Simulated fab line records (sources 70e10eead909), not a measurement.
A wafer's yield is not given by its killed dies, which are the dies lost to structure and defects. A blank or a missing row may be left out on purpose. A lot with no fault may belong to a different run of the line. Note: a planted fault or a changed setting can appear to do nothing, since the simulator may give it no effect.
Which tool is to blame? ; flow nand-harc ; 33 wafers from 11 lots sampled at 4 of the route's 1302 steps

== WHAT THE GAUGES READ, wafer by wafer ==
NHARC_A_CONTACT_CD_MEAS_69: the cd target is 300 nm.
lot;measured;on;cd-nm (nm)
L218;day 23 05:29;cd-sem-02;299.7 300.5 301.0
L219;day 23 05:20;cd-sem-03;298.7 300.2 299.2
L220;day 23 16:02;cd-sem-01;300.7 300.7 300.1
L221;day 25 00:35;cd-sem-02;300.9 300.9 301.3
L223;day 25 18:45;cd-sem-02;300.4 300.2 300.4
L224;day 25 19:10;cd-sem-02;300.4 300.4 300.0
L229;day 27 17:06;cd-sem-01;313.9 314.2 314.6
L232;day 28 19:11;cd-sem-03;312.6 311.3 311.5
L235;day 29 12:02;cd-sem-01;309.2 309.3 309.0
L237;day 31 09:46;cd-sem-01;300.5 300.1 299.1
L239;day 31 22:10;cd-sem-02;300.4 300.1 300.5

== WHAT TOOL EACH LOT RAN ON (gives the tool, then ch and the chambers of the sampled wafers, and finally the start) ==
lot;NHARC_A_CONTACT_ETCH_119;NHARC_A_CONTACT_STRIP_55;NHARC_A_CONTACT_EXPOSE_66
L218;har-cap-etch-01 ch 0,1, day 22 21:20;rie-diel-04 ch 1,2,3, day 23 05:20 or earlier;arfi-scanner-02 ch 0, day 23 05:20
L219;har-cap-etch-03 ch 0,1, day 22 21:49;rie-diel-04 ch 0,1,2, day 23 05:11 or earlier;arfi-scanner-03 ch 0, day 23 05:11
L220;har-cap-etch-02 ch 0,1, day 23 05:09;rie-diel-05 ch 0,3, day 23 15:53 or earlier;arfi-scanner-01 ch 0, day 23 15:53
L221;har-cap-etch-01 ch 0,1, day 24 17:49;rie-diel-04 ch 0,3, day 25 00:27 or earlier;arfi-scanner-03 ch 0, day 25 00:27
L223;har-cap-etch-01 ch 0, day 25 08:09;rie-diel-02 ch 0,1,2, day 25 18:37 or earlier;arfi-scanner-03 ch 0, day 25 18:37
L224;har-cap-etch-03 ch 0,1, day 25 09:13;rie-diel-02 ch 0,1,3, day 25 19:02 or earlier;arfi-scanner-01 ch 0, day 25 19:02
L229;har-cap-etch-02 ch 0,1, day 27 10:20;rie-diel-04 ch 2,3, day 27 16:58 or earlier;arfi-scanner-01 ch 0, day 27 16:58
L232;har-cap-etch-02 ch 0,1, day 28 10:40;rie-diel-04 ch 1,2, day 28 19:04 or earlier;arfi-scanner-01 ch 0, day 28 19:04
L235;har-cap-etch-02 ch 0,1, day 29 05:22;rie-diel-05 ch 1,2,3, day 29 11:54 or earlier;arfi-scanner-01 ch 0, day 29 11:54
L237;har-cap-etch-01 ch 0,1, day 31 02:47;rie-diel-04 ch 1,2,3, day 31 09:38 or earlier;arfi-scanner-02 ch 0, day 31 09:38
L239;har-cap-etch-03 ch 0,1, day 31 15:02;rie-diel-05 ch 0,2,3, day 31 22:02 or earlier;arfi-scanner-02 ch 0, day 31 22:02
- NHARC_A_CONTACT_ETCH_119: etches the open film in C4F8/O2/Ar, time 190 s, target depth 1850 nm.
- NHARC_A_CONTACT_STRIP_55: strips in O2.
- NHARC_A_CONTACT_EXPOSE_66: exposes mask A CC 2.

== AS READ BY THE TOOLS THEMSELVES (means over the sampled wafers that have a number; for cases with no such wafer, the mark the record gives instead) ==
NHARC_A_CONTACT_ETCH_119.
lot;tool;chamber-pressure-mTorr (mTorr)
L218;har-cap-etch-01;19.996
L219;har-cap-etch-03;20.009
L220;har-cap-etch-02;19.987
L221;har-cap-etch-01;20.002
L223;har-cap-etch-01;19.984
L224;har-cap-etch-03;20.001
L229;har-cap-etch-02;20.006
L232;har-cap-etch-02;20.002
L235;har-cap-etch-02;19.992
L237;har-cap-etch-01;20.017
L239;har-cap-etch-03;19.992

NHARC_A_CONTACT_STRIP_55.
lot;tool;chamber-pressure-mTorr (mTorr);drypump-motor-current-A (A);oes-product-au (a.u.);rf-vpp-V (V);showerhead-plenum-p-Torr (Torr);throttle-valve-pct (%)
L218;rie-diel-04;60.00;5.69;1.000;58.0;3.64;17.037
L219;rie-diel-04;60.02;5.64;0.995;57.9;3.71;17.038
L220;rie-diel-05;60.07;5.86;1.003;58.0;3.50;17.029
L221;rie-diel-04;59.96;5.84;1.005;57.6;3.62;17.032
L223;rie-diel-02;59.98;5.77;1.019;58.6;3.51;17.035
L224;rie-diel-02;59.99;6.04;1.010;56.8;3.49;17.045
L229;rie-diel-04;60.02;5.86;0.989;57.8;3.55;17.040
L232;rie-diel-04;60.04;5.61;0.999;58.5;3.71;17.031
L235;rie-diel-05;60.01;6.01;1.005;58.4;3.53;17.036
L237;rie-diel-04;59.94;5.70;0.998;57.8;3.62;17.032
L239;rie-diel-05;59.98;5.93;0.999;57.5;3.52;17.029

NHARC_A_CONTACT_EXPOSE_66.
lot;tool;exposure-dose-mJ-cm2;reticle-temp-C (C)
L218;arfi-scanner-02;59.03;22.85
L219;arfi-scanner-03;59.06;23.05
L220;arfi-scanner-01;59.04;22.90
L221;arfi-scanner-03;59.09;23.05
L223;arfi-scanner-03;59.12;23.01
L224;arfi-scanner-01;59.01;22.96
L229;arfi-scanner-01;76.88;23.04
L232;arfi-scanner-01;73.25;22.97
L235;arfi-scanner-01;71.02;22.87
L237;arfi-scanner-02;59.06;22.83
L239;arfi-scanner-02;59.11;22.94

== THE ANSWER, worked out from the rows above alone ==
Rule: the lots themselves supply what counts as usual. The widest of any qualifying gaps counts: lots, ordered by their means at a reading, are off when they make up no more than a third of the lots, leave a main group of 4 or more, and stand apart from it by 3 or more times the standard deviation of that group's means. Not used: any main group whose means are identical at the precision the tables above print for the reading. Also off: a lot with no number at a reading for which 4 or more lots have one. The other lots that the step has rows for count as sound. The gauges are gone through in route order, then the tools' own readings, and for those a lot's mean is taken as printed above. The first step at which some lot is off is used, and at that step the reading that is off furthest; a lot without a number counts as furthest.
Off, at NHARC_A_CONTACT_CD_MEAS_69 on cd-nm: L229, L232, L235. Mean 300.3 nm and standard deviation 0.45 in the main group.
A tool fits if, at a process step before that reading, it ran every lot that is off, and no sound lot after the first of them. Not tried: the gauges at NHARC_A_CONTACT_CD_MEAS_69; whatever is off there is also off at NHARC_A_CONTACT_EXPOSE_66, on other tools, and gauge error can't account for it. Because NHARC_A_CONTACT_STRIP_55 lacks a start for some lots, the hours and order of its lots are taken from NHARC_A_CONTACT_EXPOSE_66. This does not decide it: 2 tools fit, namely har-cap-etch-02 at NHARC_A_CONTACT_ETCH_119 and arfi-scanner-01 at NHARC_A_CONTACT_EXPOSE_66.

== WHAT THE SIMULATOR HAD INSERTED ==
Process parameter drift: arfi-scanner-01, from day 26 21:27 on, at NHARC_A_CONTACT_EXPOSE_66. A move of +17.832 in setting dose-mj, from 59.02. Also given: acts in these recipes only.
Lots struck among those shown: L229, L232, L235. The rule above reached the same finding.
